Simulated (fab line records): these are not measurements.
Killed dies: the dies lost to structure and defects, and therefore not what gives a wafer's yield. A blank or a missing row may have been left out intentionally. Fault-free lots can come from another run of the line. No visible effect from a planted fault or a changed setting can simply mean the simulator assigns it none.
Comparing a struck lot with a sound one || flow n5_finfet || 40 steps out of a route of 1938
Sound: the wafers L551.1, L551.2, L551.5. Struck: wafer L565.2 (L565.1, L565.6, from the same lot, were not struck and are left out); the cause is given at the end.
Order at every step that has rows: each side's tool, ch and its chambers, its first start. Under that, the readings that differ: sound wafers || struck wafers || difference of the means || sigmas: that difference in standard deviations of wafers without a fault.
alike: a reading whose means differ by less than 2 such deviations, as well as words and numbers matching on both sides. not compared: withheld readings; readings where some wafer has no value; bounds like >300 that might hide an equal value; numbers whose values overlap and for which the record gives no deviation.
A row with sigmas, a row that says differs or no value, or rows on one side alone: a step with any of these is where the two part. When numbers do not overlap yet have no deviation, they are printed without sigmas and do not part them. A reading that every wafer of one side lacks parts them only if that side has two wafers or more.

first, 6 steps without rows for these wafers: N5_HKMG_FIN_ETCH_32 (etches SOC in N2/H2, target depth 240 nm, time 300 s); N5_HKMG_FIN_STRIP_33 (strips in N2/H2); N5_HKMG_FIN_STRIP_34 (strips in CF4); N5_HKMG_FIN_ETCH_35 (etches SOC in N2/H2, target depth 215.8 nm, time 243.4 s); N5_HKMG_FIN_STRIP_92 (strips SOC in N2/H2, time 20 s); N5_HKMG_FIN_WET_ETCH_18 (etches TiN in SC1, time 55 s, target depth 5.2 nm, rinse time 30 s).
N5_HKMG_FIN_STRIP_19: strips in N2/H2, time 360 s.
  sound on plasma_asher-01 ch 0,1, day 4 22:54; struck on plasma_asher-01 ch 1, day 8 10:43
  alike: drypump_motor_current_A, heater_power_w
  not compared: rf_hours_counter_h
then, 5 steps without rows for these wafers: N5_HKMG_FIN_ALD_91 (deposits TiN, target thk 1 nm, pulse time 1 s, purge time 3 s); N5_HKMG_FIN_COAT_85 (time 60 s, resist thk 300 nm); N5_HKMG_FIN_ETCH_86 (etches SOC in N2/H2, stops on TiN, target depth 393.2 nm); N5_HKMG_FIN_STRIP_89 (strips SOC in N2/H2, time 20 s); N5_HKMG_FIN_WET_ETCH_87 (etches TiN in SC1, time 154.2 s, target depth 4.7 nm, rinse time 30 s).
N5_HKMG_FIN_STRIP_88: strips in N2/H2, time 360 s.
  sound on plasma_asher-01 ch 0,1, day 5 00:04; struck on plasma_asher-01 ch 1, day 8 11:55
  alike: drypump_motor_current_A, heater_power_w
  not compared: rf_hours_counter_h
N5_HKMG_FIN_NWFM_ALD_20: deposits TiAlC, target thk 2 nm, pulse time 3 s, purge time 2 s.
  sound on ald_metal-02 ch 0,3, day 5 00:26; struck on ald_metal-03 ch 3, day 8 12:18
  alike: heater_power_w, precursor_pulse_height_rel
then, 9 steps without rows for these wafers: N5_HKMG_FIN_ALD_71 (deposits TiN, target thk 1 nm, pulse time 1 s, purge time 3 s); N5_HKMG_FIN_COAT_66 (time 60 s, resist thk 300 nm); N5_HKMG_FIN_ETCH_67 (etches SOC in N2/H2, stops on TiN, target depth 388.9 nm); N5_HKMG_FIN_STRIP_90 (strips SOC in N2/H2, time 20 s); N5_HKMG_FIN_WET_ETCH_73 (etches the open film in SC1, time 42.3 s, target depth 1.3 nm, rinse time 30 s); N5_HKMG_FIN_ETCHBACK_68 (etches the open film in Cl2/Ar, stops on HfO2, target depth 0.5 nm); N5_HKMG_FIN_STRIP_69 (strips in N2/H2, time 360 s); N5_HKMG_FIN_ALD_21 (deposits TiN, target thk 1.5 nm, pulse time 1 s, purge time 3 s); N5_HKMG_FIN_ALD_72 (deposits W, target thk 2 nm, pulse time 1 s, purge time 2 s).
N5_HKMG_FIN_W_FILL_22: material W, target thk 60 nm, time 18.2 s.
  sound on cvd_w-02 ch 0,1, day 5 02:06; struck on cvd_w-02 ch 1, day 8 13:58
  alike: heater_power_w, throttle_valve_pct
then, 2 steps without rows for these wafers: N5_HKMG_FIN_PRECLEAN_83 (cleans in DIW, time 57.5 s); N5_HKMG_FIN_SRD_84 (dry time 32 s).
N5_HKMG_FIN_CMP_23: polishes, stops on SiNx, t overpolish 10 s, target thk 46.326 nm.
  sound on cmp-01 ch 0,2,3, day 5 02:17; struck on cmp-02 ch 3, day 8 14:04
  alike: motor_current_A, overpolish_run_s, time_to_endpoint_s
then, 4 steps without rows for these wafers: N5_HKMG_FIN_CMP_94 (polishes, stops on SiNx, t overpolish 4.7 s, target thk 43.299 nm); N5_GATE_CUT_ETCHBACK_00 (etches W in SF6/Cl2); N5_GATE_CUT_ETCH_56 (etches TiN in Cl2/Ar, target depth 21.6 nm); N5_GATE_CUT_ETCHBACK_30 (etches TiN in Cl2/Ar, target depth 3 nm).
N5_GATE_CUT_VAPOR_ETCH_60: etches HfO2 in BCl3/Cl2.
  sound on rie_metal-01 ch 0,1, day 5 03:12; struck on rie_metal-03 ch 1, day 8 15:03
  alike: drypump_motor_current_A, oes_product_au
then, 7 steps without rows for these wafers: N5_GATE_CUT_ETCH_58 (etches SiNx in CH3F/O2, target depth 17 nm, time 128.6 s); N5_GATE_CUT_STRIP_59 (strips in N2/H2, time 20 s); N5_GATE_CUT_PRECLEAN_31 (cleans in DIW, time 300 s); N5_GATE_CUT_SRD_32 (time 30 s); N5_GATE_CUT_SAC_CAP_01 (material SiNx, target thk 24 nm, pulse time 1 s, ald cycles 480); N5_GATE_CUT_PECVD_57 (deposits SiNx from SiH4/NH3/N2, target thk 21 nm); N5_GATE_CUT_CMP_02 (polishes, stops on SiO2, t overpolish 12.7 s, target thk 0 nm).
-- here the record skips 8 days between the struck wafers' starts before and after, leaving off in module GATE_CUT and picking up in module PASSIVATION (first step shown: number 1936 of the route) --
N5_PASSIVATION_PROBE_49:
  sound on prober-01, day 13 00:20; struck on prober-02, day 16 12:04
{"reading": "defect_limited_yield (%)", "sound": "92.9 91.7 90.4", "struck": 82.7, "difference": -9.0, "sigmas": -6}
{"reading": "killed_at_front_end", "sound": "47 47 69", "struck": 154, "difference": "+100", "sigmas": "+8"}
{"reading": "killed_dies", "sound": "84 98 113", "struck": 204, "difference": "+106", "sigmas": "+6"}
{"reading": "sort_bin_5_function (%)", "sound": "3.6 5.0 5.3", "struck": 10.8, "difference": "+6.2", "sigmas": "+7"}
{"reading": "sort_bin_6_memory (%)", "sound": "3.5 2.2 3.4", "struck": 4.8, "difference": "+1.8", "sigmas": "+3"}
{"reading": "sort_n_pass", "sound": "1096 1082 1067", "struck": 976, "difference": -106, "sigmas": -7}
{"reading": "sort_yield_pct (%)", "sound": "92.9 91.7 90.4", "struck": 82.7, "difference": -9.0, "sigmas": -6}
  alike: killed_at_M0_to_M3, killed_at_M4_up, killed_at_contacts, killed_at_other, killed_open, killed_short, sort_bin_4_leakage

== WHERE THEY PART ==
Only at N5_PASSIVATION_PROBE_49, as far as this record shows.

WHY: what had been put in by the simulator
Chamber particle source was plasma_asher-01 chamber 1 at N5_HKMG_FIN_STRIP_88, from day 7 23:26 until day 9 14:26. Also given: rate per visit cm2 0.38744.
